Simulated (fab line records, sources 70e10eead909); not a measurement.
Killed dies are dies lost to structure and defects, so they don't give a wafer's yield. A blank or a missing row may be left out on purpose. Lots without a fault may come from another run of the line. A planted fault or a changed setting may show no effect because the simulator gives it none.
Which tool did it? | flow nand_harc | 24 lots, 72 wafers sampled, at 5 steps of a route of 1159

WHAT THE GAUGES READ, wafer by wafer
NHARC_P_M0_THK_MEAS_24: measures by xrf. Usual: thk_nm 117.7 nm, standard deviation 1.3.
lot  | measured     | on            | thk_nm (nm)       | flag
L074 | day 6 00:50  | film_metro-01 | 117.4 114.6 116.7 |
L075 | day 6 12:35  | film_metro-01 | 118.4 117.4 117.6 |
L077 | day 6 22:30  | film_metro-01 | 116.4 119.1 116.2 |
L076 | day 6 23:04  | film_metro-01 | 118.8 116.3 117.6 |
L078 | day 7 00:17  | film_metro-01 | 116.6 117.1 117.2 |
L081 | day 7 06:09  | film_metro-02 | 116.1 116.9 118.3 |
L079 | day 7 06:24  | film_metro-01 | 116.5 116.9 116.6 |
L080 | day 7 09:52  | film_metro-02 | 117.6 115.3 118.4 |
L082 | day 8 00:22  | film_metro-01 | 118.6 120.0 117.9 |
L083 | day 8 07:38  | film_metro-01 | 117.9 117.2 118.4 |
L084 | day 8 08:46  | film_metro-01 | 116.4 117.0 118.1 |
L085 | day 8 15:23  | film_metro-02 | 117.1 118.2 115.1 |
L088 | day 9 04:29  | film_metro-01 | 116.9 118.6 118.8 |
L087 | day 9 07:01  | film_metro-01 | 117.5 119.1 117.0 |
L086 | day 9 07:24  | film_metro-01 | 119.9 117.7 117.9 |
L089 | day 9 16:12  | film_metro-02 | 118.4 116.0 117.7 |
L090 | day 9 17:19  | film_metro-02 | 119.4 118.0 119.2 |
L091 | day 10 00:16 | film_metro-01 | 118.3 118.7 116.8 |
L092 | day 10 10:16 | film_metro-02 | 118.0 118.4 121.0 |
L093 | day 10 14:22 | film_metro-01 | 119.7 119.4 119.1 |
L094 | day 11 01:52 | film_metro-02 | 118.7 118.0 118.0 |
L095 | day 11 06:33 | film_metro-02 | 116.2 117.5 117.9 |
L096 | day 11 07:59 | film_metro-02 | 116.8 119.0 117.3 |
L097 | day 11 19:55 | film_metro-01 | 120.6 119.6 118.5 |

NHARC_P_M2_INSPECT_11. Usual: raw_defect_count 4.4, standard deviation 2.5.
lot  | measured     | on                | raw_defect_count | flag
L074 | day 6 06:55  | defect_inspect-02 | 5 4 4            |
L075 | day 6 18:20  | defect_inspect-01 | 5 4 3            |
L077 | day 7 04:17  | defect_inspect-02 | 6 5 7            |
L076 | day 7 04:56  | defect_inspect-02 | 8 10 6           |
L078 | day 7 06:02  | defect_inspect-01 | 5 7 11           |
L081 | day 7 12:25  | defect_inspect-01 | 4 0 2            |
L079 | day 7 12:46  | defect_inspect-01 | 4 5 4            |
L080 | day 7 17:16  | defect_inspect-01 | 7 4 3            |
L082 | day 8 06:35  | defect_inspect-02 | 4 4 0            |
L083 | day 8 13:23  | defect_inspect-02 | 7 4 7            |
L084 | day 8 14:31  | defect_inspect-02 | 8 8 11           |
L085 | day 8 21:42  | defect_inspect-01 | 3 0 2            |
L088 | day 9 10:11  | defect_inspect-02 | 4 6 5            |
L087 | day 9 13:14  | defect_inspect-02 | 9 6 6            |
L086 | day 9 13:43  | defect_inspect-01 | 6 3 3            |
L089 | day 9 22:02  | defect_inspect-01 | 2 3 3            |
L090 | day 9 23:13  | defect_inspect-02 | 5 2 5            |
L091 | day 10 05:50 | defect_inspect-02 | 4 5 2            |
L092 | day 10 15:58 | defect_inspect-01 | 3 4 5            |
L093 | day 10 20:11 | defect_inspect-02 | 4 2 5            |
L094 | day 11 08:04 | defect_inspect-02 | 0 7 4            |
L095 | day 11 12:35 | defect_inspect-02 | 4 3 3            |
L096 | day 11 13:53 | defect_inspect-01 | 5 3 5            |
L097 | day 12 01:56 | defect_inspect-01 | 4 4 3            |

WHICH TOOL RAN EACH LOT (tool, then ch and the chambers of the sampled wafers, then the start)
lot  | NHARC_P_M0_CMP_23             | NHARC_P_M1_ETCH_28                            | NHARC_P_M1_DEP_33
L074 | cmp-03 ch 0,1, day 6 00:31    | rie_diel-13 ch 1,2,3, day 6 05:41 or earlier  | pecvd-02 ch 0,1,2, day 6 05:41
L075 | cmp-04 ch 1,2,3, day 6 12:20  | rie_diel-09 ch 0,2,3, day 6 17:01 or earlier  | pecvd-04 ch 0,2, day 6 17:01
L077 | cmp-04 ch 1,2,3, day 6 22:11  | rie_diel-13 ch 0,2,3, day 7 03:04 or earlier  | pecvd-02 ch 1,2, day 7 03:04
L076 | cmp-03 ch 0,1, day 6 22:44    | rie_diel-13 ch 0,1, day 7 03:35 or earlier    | pecvd-04 ch 0,1,2, day 7 03:35
L078 | cmp-03 ch 0,3, day 7 00:00    | rie_diel-13 ch 0,1, day 7 04:56 or earlier    | pecvd-02 ch 0,1,2, day 7 04:56
L081 | cmp-01 ch 0,2,3, day 7 05:50  | rie_diel-13 ch 0,1,2, day 7 11:00 or earlier  | pecvd-03 ch 1,2, day 7 11:00
L079 | cmp-03 ch 0,2, day 7 06:07    | rie_diel-01 ch 1,3, day 7 11:20 or earlier    | pecvd-04 ch 0,1,2, day 7 11:20
L080 | cmp-03 ch 1,2,3, day 7 09:36  | rie_diel-09 ch 0,1,2, day 7 15:50 or earlier  | pecvd-04 ch 0,2, day 7 15:50
L082 | cmp-04 ch 0,1, day 8 00:03    | rie_diel-01 ch 2,3, day 8 05:18 or earlier    | pecvd-02 ch 0,1,2, day 8 05:18
L083 | cmp-04 ch 0,2,3, day 8 07:23  | rie_diel-13 ch 0,1, day 8 12:08 or earlier    | pecvd-02 ch 0,1,2, day 8 12:08
L084 | cmp-01 ch 0,1,2, day 8 08:27  | rie_diel-01 ch 0,1,2, day 8 13:12 or earlier  | pecvd-04 ch 0,1,2, day 8 13:12
L085 | cmp-03 ch 0,2,3, day 8 15:04  | rie_diel-09 ch 0,1,3, day 8 20:28 or earlier  | pecvd-02 ch 1,2, day 8 20:28
L088 | cmp-03 ch 0,2, day 9 04:09    | rie_diel-09 ch 1,2, day 9 08:57 or earlier    | pecvd-02 ch 1,2, day 9 08:57
L087 | cmp-01 ch 0,1,3, day 9 06:47  | rie_diel-13 ch 2,3, day 9 11:35 or earlier    | pecvd-02 ch 0,1,2, day 9 11:35
L086 | cmp-01 ch 0,3, day 9 07:05    | rie_diel-09 ch 0,1,2, day 9 12:28 or earlier  | pecvd-02 ch 0,1, day 9 12:28
L089 | cmp-01 ch 0,3, day 9 15:53    | rie_diel-13 ch 2,3, day 9 20:47 or earlier    | pecvd-04 ch 0,1,2, day 9 20:47
L090 | cmp-01 ch 0,3, day 9 17:02    | rie_diel-01 ch 0,1, day 9 21:55 or earlier    | pecvd-04 ch 0,1, day 9 21:55
L091 | cmp-04 ch 1,2,3, day 9 23:57  | rie_diel-09 ch 0,1,2, day 10 04:36 or earlier | pecvd-02 ch 1,2, day 10 04:36
L092 | cmp-03 ch 0,1, day 10 09:56   | rie_diel-13 ch 0,1, day 10 14:37 or earlier   | pecvd-04 ch 0,1,2, day 10 14:37
L093 | cmp-03 ch 1,2,3, day 10 14:03 | rie_diel-13 ch 1,2,3, day 10 18:49 or earlier | pecvd-02 ch 1,2, day 10 18:49
L094 | cmp-04 ch 0,1,3, day 11 01:34 | rie_diel-13 ch 0,1,2, day 11 06:34 or earlier | pecvd-04 ch 0,1, day 11 06:34
L095 | cmp-01 ch 0,1, day 11 06:14   | rie_diel-01 ch 2,3, day 11 11:17 or earlier   | pecvd-03 ch 1,2, day 11 11:17
L096 | cmp-01 ch 1,2,3, day 11 07:44 | rie_diel-01 ch 0,2, day 11 12:31 or earlier   | pecvd-03 ch 1,2, day 11 12:31
L097 | cmp-04 ch 1,2,3, day 11 19:37 | rie_diel-13 ch 0,1,3, day 12 00:25 or earlier | pecvd-04 ch 0,1, day 12 00:25
- NHARC_P_M0_CMP_23: polishes, t overpolish 20 s, target thk 117.53 nm.
- NHARC_P_M1_ETCH_28: etches the open film in CF4/N2, target depth 30 nm, time 72.99 s.
- NHARC_P_M1_DEP_33: deposits SiCN, target thk 30 nm.

WHAT THE TOOLS THEMSELVES READ (means of the sampled wafers that have a number; where no wafer has one, the mark that the record gives instead)
NHARC_P_M0_CMP_23. Usual: edge_zone_pressure_frac 1.000, standard deviation 0.0049; motor_current_A 12.6 A, standard deviation 1.5; time_to_endpoint_s 28.6 s, standard deviation 2.8.
lot  | tool   | edge_zone_pressure_frac | motor_current_A (A) | time_to_endpoint_s (s) | flag
L074 | cmp-03 | 1.000                   | 13.0                | 26.2                   |
L075 | cmp-04 | 1.003                   | 13.7                | 31.1                   |
L077 | cmp-04 | 0.998                   | 13.2                | 30.4                   |
L076 | cmp-03 | 0.993                   | 13.1                | 24.3                   |
L078 | cmp-03 | 1.000                   | 11.6                | 28.3                   |
L081 | cmp-01 | 0.999                   | 12.6                | 25.8                   |
L079 | cmp-03 | 0.999                   | 12.6                | 27.9                   |
L080 | cmp-03 | 1.005                   | 12.7                | 27.2                   |
L082 | cmp-04 | 1.000                   | 12.2                | 31.6                   |
L083 | cmp-04 | 1.004                   | 12.5                | 32.1                   |
L084 | cmp-01 | 1.004                   | 12.7                | 25.8                   |
L085 | cmp-03 | 1.000                   | 11.8                | 31.4                   |
L088 | cmp-03 | 1.003                   | 12.5                | 31.2                   |
L087 | cmp-01 | 1.005                   | 12.5                | 26.5                   |
L086 | cmp-01 | 0.992                   | 13.2                | 27.7                   |
L089 | cmp-01 | 1.002                   | 12.1                | 29.0                   |
L090 | cmp-01 | 0.999                   | 12.0                | 26.5                   |
L091 | cmp-04 | 0.997                   | 13.4                | 31.0                   |
L092 | cmp-03 | 1.000                   | 13.6                | 29.6                   |
L093 | cmp-03 | 1.000                   | 12.9                | 29.9                   |
L094 | cmp-04 | 0.997                   | 13.3                | 29.1                   |
L095 | cmp-01 | 0.996                   | 12.5                | 25.3                   |
L096 | cmp-01 | 0.997                   | 11.8                | 27.5                   |
L097 | cmp-04 | 1.001                   | 13.1                | 29.8                   |

NHARC_P_M1_ETCH_28. Usual: drypump_motor_current_A 5.5 A, standard deviation 0.41; mfc_ar_sccm 150.0 sccm, standard deviation 0.5; oes_product_au 1.002 a.u., standard deviation 0.011; rf_vpp_V 314.3 V, standard deviation 1.8; showerhead_plenum_p_Torr 2.63 Torr, standard deviation 0.091; throttle_valve_pct 19.794 %, standard deviation 0.0096.
lot  | tool        | drypump_motor_current_A (A) | mfc_ar_sccm (sccm) | oes_product_au (a.u.) | rf_vpp_V (V) | showerhead_plenum_p_Torr (Torr) | throttle_valve_pct (%) | flag
L074 | rie_diel-13 | 5.7                         | 150.2              | 0.995                 | 315.1        | 2.67                            | 19.794                 |
L075 | rie_diel-09 | 5.6                         | 150.2              | 1.009                 | 312.9        | 2.54                            | 19.799                 |
L077 | rie_diel-13 | 5.4                         | 149.9              | 1.000                 | 314.8        | 2.69                            | 19.797                 |
L076 | rie_diel-13 | 5.5                         | 150.3              | 1.009                 | 315.6        | 2.72                            | 19.786                 |
L078 | rie_diel-13 | 5.5                         | 150.1              | 1.013                 | 316.2        | 2.72                            | 19.791                 |
L081 | rie_diel-13 | 5.4                         | 150.0              | 1.003                 | 315.8        | 2.73                            | 19.801                 |
L079 | rie_diel-01 | 5.6                         | 149.8              | 0.996                 | 314.7        | 2.63                            | 19.793                 |
L080 | rie_diel-09 | 5.6                         | 149.4              | 1.006                 | 311.8        | 2.53                            | 19.803                 |
L082 | rie_diel-01 | 5.3                         | 150.4              | 1.008                 | 315.6        | 2.68                            | 19.798                 |
L083 | rie_diel-13 | 5.2                         | 149.9              | 1.016                 | 316.0        | 2.74                            | 19.794                 |
L084 | rie_diel-01 | 5.6                         | 149.8              | 0.997                 | 314.6        | 2.66                            | 19.796                 |
L085 | rie_diel-09 | 5.3                         | 150.0              | 1.007                 | 313.5        | 2.51                            | 19.792                 |
L088 | rie_diel-09 | 5.4                         | 150.1              | 1.002                 | 311.3        | 2.50                            | 19.798                 |
L087 | rie_diel-13 | 5.7                         | 149.6              | 0.997                 | 314.8        | 2.63                            | 19.800                 |
L086 | rie_diel-09 | 5.6                         | 149.8              | 0.999                 | 312.6        | 2.53                            | 19.799                 |
L089 | rie_diel-13 | 5.7                         | 149.3              | 0.999                 | 313.7        | 2.63                            | 19.790                 |
L090 | rie_diel-01 | 5.6                         | 149.7              | 0.998                 | 314.6        | 2.60                            | 19.785                 |
L091 | rie_diel-09 | 5.6                         | 150.6              | 1.001                 | 312.5        | 2.53                            | 19.800                 |
L092 | rie_diel-13 | 5.2                         | 150.6              | 1.008                 | 316.6        | 2.73                            | 19.796                 |
L093 | rie_diel-13 | 5.7                         | 149.9              | 0.993                 | 314.5        | 2.67                            | 19.785                 |
L094 | rie_diel-13 | 5.4                         | 150.0              | 0.994                 | 315.7        | 2.72                            | 19.786                 |
L095 | rie_diel-01 | 5.3                         | 149.5              | 0.996                 | 315.8        | 2.68                            | 19.799                 |
L096 | rie_diel-01 | 5.2                         | 149.6              | 1.003                 | 314.4        | 2.62                            | 19.798                 |
L097 | rie_diel-13 | 5.5                         | 150.1              | 1.006                 | 315.1        | 2.68                            | 19.802                 |

NHARC_P_M1_DEP_33. Usual: heater_power_w 558 W, standard deviation 69.
lot  | tool     | heater_power_w (W) | flag
L074 | pecvd-02 | 518                |
L075 | pecvd-04 | 561                |
L077 | pecvd-02 | 559                |
L076 | pecvd-04 | 597                |
L078 | pecvd-02 | 528                |
L081 | pecvd-03 | 590                |
L079 | pecvd-04 | 607                |
L080 | pecvd-04 | 633                |
L082 | pecvd-02 | 521                |
L083 | pecvd-02 | 521                |
L084 | pecvd-04 | 583                |
L085 | pecvd-02 | 570                |
L088 | pecvd-02 | 547                |
L087 | pecvd-02 | 533                |
L086 | pecvd-02 | 519                |
L089 | pecvd-04 | 575                |
L090 | pecvd-04 | 602                |
L091 | pecvd-02 | 547                |
L092 | pecvd-04 | 615                |
L093 | pecvd-02 | 503                |
L094 | pecvd-04 | 602                |
L095 | pecvd-03 | 578                |
L096 | pecvd-03 | 576                |
L097 | pecvd-04 | 656                |

THE ANSWER, worked out from the rows above alone
Rule: a lot is off if the mean of its wafers that have a number lies more than 3 standard deviations from the usual mean. A lot without any number at a reading at which 4 lots or more have one is off too. The other lots that the step has rows for count as sound. The gauges are gone through in route order, then the tools' own readings, and for those a lot's mean is taken as printed above. The first step at which some lot is off is used, and at that step the reading that is off furthest; a lot without a number counts as furthest.
No lot is off at any reading shown: from this, nothing can be told.

WHAT THE SIMULATOR HAD PUT IN
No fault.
